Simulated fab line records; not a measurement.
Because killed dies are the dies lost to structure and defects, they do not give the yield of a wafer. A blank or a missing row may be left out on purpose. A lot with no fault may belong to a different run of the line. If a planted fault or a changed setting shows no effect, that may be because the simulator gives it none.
Which of the tools did it? ; flow n5Finfet ; 9 lots, 26 wafers sampled, at 7 steps of a route of 1938

WHAT THE GAUGES SHOWED, per wafer
N5_BEOL_M0_SAQP_CD_MEAS_40 targets a cd of 30 nm. Usual: cdNm at 29.97 nm, with a standard deviation of 0.25.
lot;measured;on;cdNm (nm);flag
L310;day 6 19:34;cdSem-02;30.04 30.23 30.10;
L312;day 7 10:46;cdSem-01;30.36 30.17 30.11;
L314;day 8 00:11;cdSem-03;30.04 30.11;
L316;day 8 08:19;cdSem-03;29.59 29.58 29.87;
L317;day 8 14:42;cdSem-02;29.53 30.09 29.92;
L321;day 9 16:16;cdSem-02;30.12 29.85 30.12;
L322;day 9 22:07;cdSem-03;29.74 29.69 29.64;
L327;day 11 10:20;cdSem-01;30.00 29.23 29.72;
L328;day 11 15:41;cdSem-03;30.26 29.99 29.89;

N5_BEOL_M0_SAQP_INSPECT_42: inspects for defects (brightfield). Usual: rawDefectCount at 276, with a standard deviation of 74.
lot;measured;on;rawDefectCount;flag
L310;day 6 19:40;defectInspect-01;229 300 265;
L312;day 7 10:51;defectInspect-02;239 236 262;
L314;day 8 00:16;defectInspect-02;228 162;
L316;day 8 08:24;defectInspect-02;1029 394 213;OFF
L317;day 8 14:47;defectInspect-02;271 200 252;
L321;day 9 16:30;defectInspect-02;229 240 225;
L322;day 9 22:12;defectInspect-02;339 278 292;
L327;day 11 10:25;defectInspect-02;314 244 229;
L328;day 11 15:47;defectInspect-02;172 275 149;

N5_BEOL_M0_CUTY_INSPECT_59: inspects for defects (macro). Usual: rawDefectCount at 1.9, with a standard deviation of 1.3.
lot;measured;on;rawDefectCount;flag
L310;day 6 21:13;defectInspect-02;3 2 3;
L312;day 7 12:27;defectInspect-02;3 3 2;
L314;day 8 01:50;defectInspect-02;3 0;
L316;day 8 09:58;defectInspect-02;>300 0 2;
L317;day 8 16:30;defectInspect-02;2 1 2;
L321;day 9 17:46;defectInspect-02;4 2 3;
L322;day 9 23:44;defectInspect-02;1 2 4;
L327;day 11 11:55;defectInspect-02;2 3 2;
L328;day 11 17:11;defectInspect-01;1 1 2;

N5_BEOL_M4_RC_MEAS_101. Usual: DIBL_N 36.5 mV/V, standard deviation 2.1; DIBL_P 36.6 mV/V, standard deviation 2.6; IOFF_N 0.17 nA/um, standard deviation 0.044; IOFF_P 0.21 nA/um, standard deviation 0.048; ION_N 674 uA/um, standard deviation 17; ION_P 462 uA/um, standard deviation 9.5; SS_N 71.6 mV/dec, standard deviation 0.77; SS_P 73.5 mV/dec, standard deviation 0.72; VT_N 250 mV, standard deviation 4.2; VT_P -250 mV, standard deviation 3.9.
lot;measured;on;DIBL_N (mV/V);DIBL_P (mV/V);IOFF_N (nA/um);IOFF_P (nA/um);ION_N (uA/um);ION_P (uA/um);SS_N (mV/dec);SS_P (mV/dec);VT_N (mV);VT_P (mV);flag
L310;day 10 20:36;prober-02;34.7 36.8 32.4;35.1 38.1 33.0;0.13 0.17 0.10;0.16 0.21 0.15;675 687 657;459 468 460;70.9 71.0 70.7;73.1 73.9 71.7;255 249 254;-254 -252 -254;
L312;day 11 17:02;prober-02;35.0 42.0 34.9;34.2 43.0 33.9;0.13 0.28 0.13;0.15 0.29 0.16;644 704 676;440 470 457;71.1 73.0 71.1;72.1 74.2 73.0;253 241 249;-258 -251 -253;
L314;day 11 12:14;prober-01;36.6 36.9;35.0 35.7;0.16 0.18;0.21 0.22;691 697;467 473;71.0 71.7;73.7 73.7;253 249;-253 -250;
L316;day 12 11:43;prober-01;37.5 33.3 39.0;38.5 34.1 39.8;0.20 0.12 0.23;0.23 0.17 0.25;679 659 682;457 454 466;71.9 70.4 72.8;74.0 72.7 74.5;246 252 246;-251 -254 -247;
L317;day 13 12:01;prober-02;37.6 33.3 38.7;39.6 33.2 41.4;0.18 0.12 0.20;0.24 0.15 0.28;667 664 664;456 453 460;72.1 70.7 72.3;74.0 72.2 74.4;250 253 247;-249 -255 -250;
L321;day 14 08:44;prober-01;35.4 36.4 34.7;36.2 38.3 35.6;0.16 0.19 0.14;0.21 0.23 0.19;656 682 649;459 465 455;71.1 71.7 71.7;74.2 74.2 73.3;251 247 253;-250 -251 -250;
L322;day 13 11:56;prober-01;37.2 33.4 35.6;36.8 33.5 34.8;0.19 0.13 0.16;0.27 0.20 0.23;692 670 662;484 467 469;72.1 70.7 71.8;74.2 73.6 73.9;245 251 249;-244 -249 -244;
L327;day 15 03:29;prober-02;34.4 36.6 37.4;33.6 36.6 37.9;0.13 0.17 0.18;0.17 0.22 0.24;667 691 679;457 472 468;70.5 71.7 71.6;72.3 73.8 73.5;250 249 250;-251 -248 -246;
L328;day 15 13:25;prober-01;34.9 37.3 35.3;36.2 38.6 35.4;0.12 0.16 0.13;0.17 0.21 0.16;664 671 666;459 469 453;71.3 71.8 71.5;73.3 74.0 72.8;257 252 255;-256 -251 -258;

EACH LOT AND THE TOOL THAT RAN IT (in order: tool; ch and the chambers of the sampled wafers; start)
lot;N5_BEOL_M0_SAQP_ETCH_101;N5_BEOL_M0_SAQP_ALD_48;N5_BEOL_M0_SAQP_STRIP_75
L310;rieDiel-06 ch 1,2,3, day 6 17:19;aldSin-04 ch 0,1,3, day 6 20:09;rieDiel-06 ch 0,1,2, day 6 20:46
L312;rieDiel-06 ch 1,2,3, day 7 08:28;aldSin-04 ch 1,2,3, day 7 11:22;rieDiel-03 ch 0,2,3, day 7 12:00
L314;rieDiel-03 ch 1,3, day 7 22:07;aldSin-02 ch 1, day 8 00:46;rieDiel-02 ch 2,3, day 8 01:24
L316;rieDiel-06 ch 0,1,3, day 8 06:17;aldSin-02 ch 0,2,3, day 8 09:01;rieDiel-06 ch 0,1,2, day 8 09:39
L317;rieDiel-03 ch 0,1, day 8 12:20;aldSin-04 ch 0,3, day 8 15:11;rieDiel-06 ch 1,2, day 8 16:03
L321;rieDiel-03 ch 0,2, day 9 14:11;aldSin-04 ch 0,3, day 9 16:49;rieDiel-02 ch 0,3, day 9 17:26
L322;rieDiel-03 ch 1,2, day 9 19:50;aldSin-04 ch 0,2, day 9 22:39;rieDiel-03 ch 1,2, day 9 23:17
L327;rieDiel-06 ch 1,2,3, day 11 08:08;aldSin-04 ch 0,1,3, day 11 10:45;rieDiel-02 ch 0,2,3, day 11 11:28
L328;rieDiel-03 ch 0,1,2, day 11 12:10;aldSin-01 ch 2,3, day 11 16:06;rieDiel-02 ch 2,3, day 11 16:44
- N5_BEOL_M0_SAQP_ETCH_101: etches SiNx in CH3F/O2, target depth 29.9 nm, time 42.7 s.
- N5_BEOL_M0_SAQP_ALD_48: deposits SiO2, target thk 20 nm, pulse time 1 s, co reactant pulse time 1 s.
- N5_BEOL_M0_SAQP_STRIP_75: strips in CF4.

AS READ BY THE TOOLS THEMSELVES (means over the sampled wafers that have a number; for cases with no such wafer, the mark the record gives instead)
N5_BEOL_M0_SAQP_ETCH_101. Usual: drypumpMotorCurrentA 5.6 A, standard deviation 0.3; oesProductAu 0.80 a.u., standard deviation 0.074; rfFwdPowerW 392.8 W, standard deviation 1.4; rfVppV 296 V, standard deviation 8; showerheadPlenumPTorr 1.99 Torr, standard deviation 0.079; throttleValvePct 16.34 %, standard deviation 0.19.
lot;tool;drypumpMotorCurrentA (A);oesProductAu (a.u.);rfFwdPowerW (W);rfVppV (V);showerheadPlenumPTorr (Torr);throttleValvePct (%);flag
L310;rieDiel-06;5.7;0.79;392.3;297;1.96;16.43;
L312;rieDiel-06;5.7;0.79;392.8;298;1.96;16.44;
L314;rieDiel-03;5.7;0.77;393.2;298;2.04;16.50;
L316;rieDiel-06;5.6;0.84;391.5;299;2.00;16.36;
L317;rieDiel-03;6.1;0.83;393.7;304;2.02;16.25;
L321;rieDiel-03;5.6;0.74;391.9;300;2.05;16.42;
L322;rieDiel-03;6.1;0.73;393.0;300;2.02;16.46;
L327;rieDiel-06;5.7;0.76;392.7;297;1.96;16.50;
L328;rieDiel-03;6.0;0.75;393.3;302;2.03;16.40;

N5_BEOL_M0_SAQP_ALD_48. Usual: chamberPressureTorr 1.999 Torr, standard deviation 0.0044; heaterPowerW 81 W, standard deviation 11; precursorPulseHeightRel 0.997, standard deviation 0.021; susceptorTempC 100.00 C, standard deviation 0.13.
lot;tool;chamberPressureTorr (Torr);heaterPowerW (W);precursorPulseHeightRel;susceptorTempC (C);flag
L310;aldSin-04;2.001;93;0.972;100.01;
L312;aldSin-04;1.996;90;0.995;100.01;
L314;aldSin-02;2.008;86;1.003;100.12;
L316;aldSin-02;2.000;73;0.983;100.05;
L317;aldSin-04;2.002;92;0.994;100.04;
L321;aldSin-04;2.001;90;0.982;99.93;
L322;aldSin-04;2.004;83;1.011;99.91;
L327;aldSin-04;2.000;94;1.000;99.99;
L328;aldSin-01;2.000;69;0.992;100.01;

N5_BEOL_M0_SAQP_STRIP_75. Usual: cf4FlowSccm 150.0 sccm, standard deviation 0.47; drypumpMotorCurrentA 5.7 A, standard deviation 0.34; oesProductAu 0.184 a.u., standard deviation 0.017; rfFwdPowerW 293.5 W, standard deviation 1.3; rfVppV 271.0 V, standard deviation 1.5; showerheadPlenumPTorr 1.79 Torr, standard deviation 0.061; throttleValvePct 13.57 %, standard deviation 0.21.
lot;tool;cf4FlowSccm (sccm);drypumpMotorCurrentA (A);oesProductAu (a.u.);rfFwdPowerW (W);rfVppV (V);showerheadPlenumPTorr (Torr);throttleValvePct (%);flag
L310;rieDiel-06;150.4;5.6;0.204;292.6;269.9;1.75;13.40;
L312;rieDiel-03;149.9;5.4;0.183;293.6;272.3;1.84;13.63;
L314;rieDiel-02;149.7;5.6;0.176;294.8;271.0;1.75;13.73;
L316;rieDiel-06;150.2;5.5;0.199;292.6;270.4;1.75;13.41;
L317;rieDiel-06;149.8;5.7;0.188;293.2;270.3;1.72;13.57;
L321;rieDiel-02;149.8;5.5;0.181;292.8;270.5;1.72;13.53;
L322;rieDiel-03;149.9;5.7;0.164;294.5;271.8;1.81;13.64;
L327;rieDiel-02;149.6;5.6;0.173;293.5;269.7;1.74;13.66;
L328;rieDiel-02;150.0;5.6;0.170;294.7;269.1;1.73;13.79;

THE ANSWER, worked out from the rows above alone
Rule: a lot is off if the mean of its wafers that have a number lies more than 3 standard deviations from the usual mean. Also off: a lot with no number at a reading for which 4 or more lots have one. All remaining lots with rows at the step are treated as sound. Order of review: gauges by route order, followed by the tools' own readings, for which a lot's mean as printed above is used. The first step at which some lot is off is used, and at that step the reading that is off furthest; a lot without a number counts as furthest.
Off, at N5_BEOL_M0_SAQP_INSPECT_42 on rawDefectCount: L316.
A tool fits if, at a process step before that reading, it ran every lot that is off, and no sound lot after the first of them. The gauges at N5_BEOL_M0_SAQP_INSPECT_42 are tried like those tools. Not one of the candidates tried fits.

WHAT THE SIMULATOR PUT IN
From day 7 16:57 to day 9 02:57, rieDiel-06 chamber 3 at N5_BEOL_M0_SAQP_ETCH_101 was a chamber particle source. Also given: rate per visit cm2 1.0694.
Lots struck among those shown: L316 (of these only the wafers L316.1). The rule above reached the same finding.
